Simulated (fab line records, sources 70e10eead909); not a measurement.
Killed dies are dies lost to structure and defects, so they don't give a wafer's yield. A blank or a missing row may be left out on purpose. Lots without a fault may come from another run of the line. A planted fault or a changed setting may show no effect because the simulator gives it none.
Which tool did it? | flow nand_harc | 14 lots, 42 wafers sampled, at 4 steps of a route of 1302

WHAT THE GAUGES READ, wafer by wafer
The record holds no reading of a measuring or inspecting step that can be judged against a usual standard deviation.

WHICH TOOL RAN EACH LOT (tool, then ch and the chambers of the sampled wafers, then the start)
lot  | NHARC_A_BONDPAD_DESCUM_11          | NHARC_A_BONDPAD_PVD_17                  | NHARC_THIN_TSV_ETCHBACK_48         | NHARC_THIN_TSV_ETCH_36
L456 | rie_diel-11 ch 0,2,3, day 22 23:39 | pvd_sputter-02, day 23 15:40 or earlier | rie_diel-09 ch 0,2,3, day 23 15:40 | rie_metal-02 ch 0,1, day 23 19:52
L459 | rie_diel-10 ch 0,1,2, day 24 09:31 | pvd_sputter-03, day 25 02:35 or earlier | rie_diel-12 ch 1,2,3, day 25 02:35 | rie_metal-02 ch 0,1, day 25 06:36
L460 | rie_diel-04 ch 1,3, day 24 09:39   | pvd_sputter-02, day 25 03:43 or earlier | rie_diel-13 ch 1,2,3, day 25 03:43 | rie_metal-02 ch 0,1, day 25 08:18
L457 | rie_diel-11 ch 0,1,2, day 24 13:56 | pvd_sputter-03, day 25 09:04 or earlier | rie_diel-09 ch 1,2,3, day 25 09:04 | rie_metal-02 ch 0,1, day 25 13:09
L461 | rie_diel-11 ch 1,2, day 25 06:33   | pvd_sputter-02, day 25 23:44 or earlier | rie_diel-09 ch 0,2, day 25 23:44   | rie_metal-01 ch 0,1, day 26 03:48
L463 | rie_diel-11 ch 0,2,3, day 26 12:50 | pvd_sputter-01, day 27 05:56 or earlier | rie_diel-13 ch 1,2,3, day 27 05:56 | rie_metal-01 ch 1, day 27 10:16
L464 | rie_diel-10 ch 0,1,3, day 27 01:22 | pvd_sputter-02, day 27 19:11 or earlier | rie_diel-13 ch 0,3, day 27 19:11   | rie_metal-01 ch 0,1, day 27 23:29
L465 | rie_diel-11 ch 0,1,2, day 28 03:05 | pvd_sputter-01, day 28 20:56 or earlier | rie_diel-12 ch 2,3, day 28 20:56   | rie_metal-03 ch 0,1, day 29 01:02
L469 | rie_diel-10 ch 0,3, day 28 16:43   | pvd_sputter-02, day 29 09:38 or earlier | rie_diel-13 ch 1,2, day 29 09:38   | rie_metal-01 ch 0,1, day 29 14:00
L472 | rie_diel-11 ch 1,2, day 30 08:20   | pvd_sputter-02, day 31 04:40 or earlier | rie_diel-13 ch 2,3, day 31 04:40   | rie_metal-03 ch 0,1, day 31 08:53
L471 | rie_diel-11 ch 2,3, day 30 12:46   | pvd_sputter-01, day 31 06:00 or earlier | rie_diel-13 ch 0,1,2, day 31 06:00 | rie_metal-01 ch 0,1, day 31 10:02
L473 | rie_diel-10 ch 0,1,3, day 30 14:56 | pvd_sputter-02, day 31 09:27 or earlier | rie_diel-09 ch 0,2,3, day 31 09:27 | rie_metal-03 ch 0,1, day 31 13:38
L475 | rie_diel-10 ch 0,3, day 31 14:48   | pvd_sputter-02, day 32 15:46 or earlier | rie_diel-12 ch 0,2, day 32 15:46   | rie_metal-02 ch 0,1, day 32 19:56
L477 | rie_diel-11 ch 1,2,3, day 32 01:37 | pvd_sputter-03, day 32 19:40 or earlier | rie_diel-12 ch 0,2,3, day 32 19:40 | rie_metal-03 ch 0,1, day 32 23:54
- NHARC_A_BONDPAD_DESCUM_11: chemistry O2, time 3 s.
- NHARC_A_BONDPAD_PVD_17: deposits TaN, target thk 5 nm, time 8.06 s.
- NHARC_THIN_TSV_ETCHBACK_48: etches the open film in C4F8/Ar, target depth 1028.5 nm, time 405.17 s.
- NHARC_THIN_TSV_ETCH_36: etches the open film in Cl2/BCl3, target depth 65 nm, time 18.571 s.

WHAT THE TOOLS THEMSELVES READ (means of the sampled wafers that have a number; where no wafer has one, the mark that the record gives instead)
NHARC_A_BONDPAD_DESCUM_11. Usual: drypump_motor_current_A 5.8 A, standard deviation 0.37; oes_product_au 1.000 a.u., standard deviation 0.0073; rf_vpp_V 57.8 V, standard deviation 0.95; showerhead_plenum_p_Torr 1.93 Torr, standard deviation 0.1; throttle_valve_pct 11.311 %, standard deviation 0.0085.
lot  | tool        | drypump_motor_current_A (A) | oes_product_au (a.u.) | rf_vpp_V (V) | showerhead_plenum_p_Torr (Torr) | throttle_valve_pct (%) | flag
L456 | rie_diel-11 | 5.6                         | 0.999                 | 58.5         | 1.89                            | 11.311                 |
L459 | rie_diel-10 | 5.9                         | 1.000                 | 58.6         | 1.91                            | 11.312                 |
L460 | rie_diel-04 | 6.1                         | 1.000                 | 57.8         | 1.90                            | 11.312                 |
L457 | rie_diel-11 | 5.7                         | 0.989                 | 57.8         | 1.88                            | 11.306                 |
L461 | rie_diel-11 | 5.6                         | 1.002                 | 57.8         | 1.88                            | 11.314                 |
L463 | rie_diel-11 | 5.6                         | 0.995                 | 57.7         | 1.89                            | 11.309                 |
L464 | rie_diel-10 | 6.1                         | 1.004                 | 58.3         | 2.00                            | 11.303                 |
L465 | rie_diel-11 | 5.7                         | 1.001                 | 57.7         | 1.88                            | 11.306                 |
L469 | rie_diel-10 | 6.2                         | 0.993                 | 58.0         | 1.95                            | 11.311                 |
L472 | rie_diel-11 | 5.6                         | 1.006                 | 56.8         | 1.88                            | 11.308                 |
L471 | rie_diel-11 | 5.4                         | 1.010                 | 57.5         | 1.97                            | 11.303                 |
L473 | rie_diel-10 | 6.1                         | 1.002                 | 57.9         | 1.99                            | 11.308                 |
L475 | rie_diel-10 | 6.2                         | 0.994                 | 58.1         | 1.94                            | 11.306                 |
L477 | rie_diel-11 | 5.4                         | 1.010                 | 57.4         | 1.96                            | 11.311                 |

NHARC_A_BONDPAD_PVD_17. Usual: throttle_valve_pct 30.2 %, standard deviation 1.1.
lot  | tool           | throttle_valve_pct (%) | flag
L456 | pvd_sputter-02 | 31.4                   |
L459 | pvd_sputter-03 | 30.6                   |
L460 | pvd_sputter-02 | 31.0                   |
L457 | pvd_sputter-03 | 29.3                   |
L461 | pvd_sputter-02 | 31.3                   |
L463 | pvd_sputter-01 | 29.2                   |
L464 | pvd_sputter-02 | 30.7                   |
L465 | pvd_sputter-01 | 29.6                   |
L469 | pvd_sputter-02 | 31.2                   |
L472 | pvd_sputter-02 | 31.1                   |
L471 | pvd_sputter-01 | 29.9                   |
L473 | pvd_sputter-02 | 31.6                   |
L475 | pvd_sputter-02 | 30.1                   |
L477 | pvd_sputter-03 | 30.1                   |

NHARC_THIN_TSV_ETCHBACK_48. Usual: oes_product_au 0.939 a.u., standard deviation 0.027; rf_vpp_V 546 V, standard deviation 3.
lot  | tool        | oes_product_au (a.u.) | rf_vpp_V (V) | flag
L456 | rie_diel-09 | 0.968                 | 548          |
L459 | rie_diel-12 | 0.920                 | 547          |
L460 | rie_diel-13 | 0.925                 | 546          |
L457 | rie_diel-09 | 0.921                 | 546          |
L461 | rie_diel-09 | 1.001                 | 549          |
L463 | rie_diel-13 | 0.919                 | 546          |
L464 | rie_diel-13 | 0.918                 | 545          |
L465 | rie_diel-12 | 0.975                 | 549          |
L469 | rie_diel-13 | 0.918                 | 546          |
L472 | rie_diel-13 | 0.994                 | 546          |
L471 | rie_diel-13 | 0.964                 | 546          |
L473 | rie_diel-09 | 0.923                 | 550          |
L475 | rie_diel-12 | 0.931                 | 546          |
L477 | rie_diel-12 | 0.996                 | 547          |

NHARC_THIN_TSV_ETCH_36. Usual: drypump_motor_current_A 5.8 A, standard deviation 0.32; oes_product_au 1.002 a.u., standard deviation 0.0071; run_length_s 39.8 s, standard deviation 0.39.
lot  | tool         | drypump_motor_current_A (A) | oes_product_au (a.u.) | run_length_s (s) | flag
L456 | rie_metal-02 | 5.5                         | 1.013                 | 40.3             |
L459 | rie_metal-02 | 5.5                         | 1.003                 | 40.0             |
L460 | rie_metal-02 | 5.5                         | 1.007                 | 39.8             |
L457 | rie_metal-02 | 5.5                         | 1.003                 | 40.0             |
L461 | rie_metal-01 | 5.8                         | 1.005                 | 39.8             |
L463 | rie_metal-01 | 5.7                         | 0.998                 | 39.6             |
L464 | rie_metal-01 | 5.8                         | 1.007                 | 39.7             |
L465 | rie_metal-03 | 5.9                         | 0.993                 | 39.8             |
L469 | rie_metal-01 | 5.8                         | 1.007                 | 34.6             | OFF
L472 | rie_metal-03 | 6.2                         | 0.993                 | 39.5             |
L471 | rie_metal-01 | 5.8                         | 1.003                 | 34.7             | OFF
L473 | rie_metal-03 | 6.0                         | 0.997                 | 39.7             |
L475 | rie_metal-02 | 5.5                         | 0.995                 | 40.1             |
L477 | rie_metal-03 | 6.0                         | 0.989                 | 39.7             |

THE ANSWER, worked out from the rows above alone
Rule: a lot is off if the mean of its wafers that have a number lies more than 3 standard deviations from the usual mean. A lot without any number at a reading at which 4 lots or more have one is off too. The other lots that the step has rows for count as sound. The gauges are gone through in route order, then the tools' own readings, and for those a lot's mean is taken as printed above. The first step at which some lot is off is used, and at that step the reading that is off furthest; a lot without a number counts as furthest.
Off: L469, L471, at NHARC_THIN_TSV_ETCH_36 (run_length_s).
A tool fits if, at that step or a process step before it, it ran every lot that is off, and no sound lot after the first of them. NHARC_A_BONDPAD_PVD_17 gives no start for some lots, so the hours and the order of its lots are those of NHARC_THIN_TSV_ETCHBACK_48. One fits: rie_metal-01 at NHARC_THIN_TSV_ETCH_36. Its last sound lot is L464 (day 27 23:29), its first lot that is off L469 (day 29 14:00): a fault that began between those two fits.
The tool's own readings at NHARC_THIN_TSV_ETCH_36 bear it out: on the lots that are off they differ by more than 5 times the standard deviation of the sound lots' means. run_length_s reads 34.7 s there against 39.8 s on the sound lots.

WHAT THE SIMULATOR HAD PUT IN
Process parameter drift: rie_metal-01, from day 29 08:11 on, at NHARC_THIN_TSV_ETCH_36. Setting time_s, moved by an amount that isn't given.
Lots struck among those shown: L469, L471. The rule above found the same.
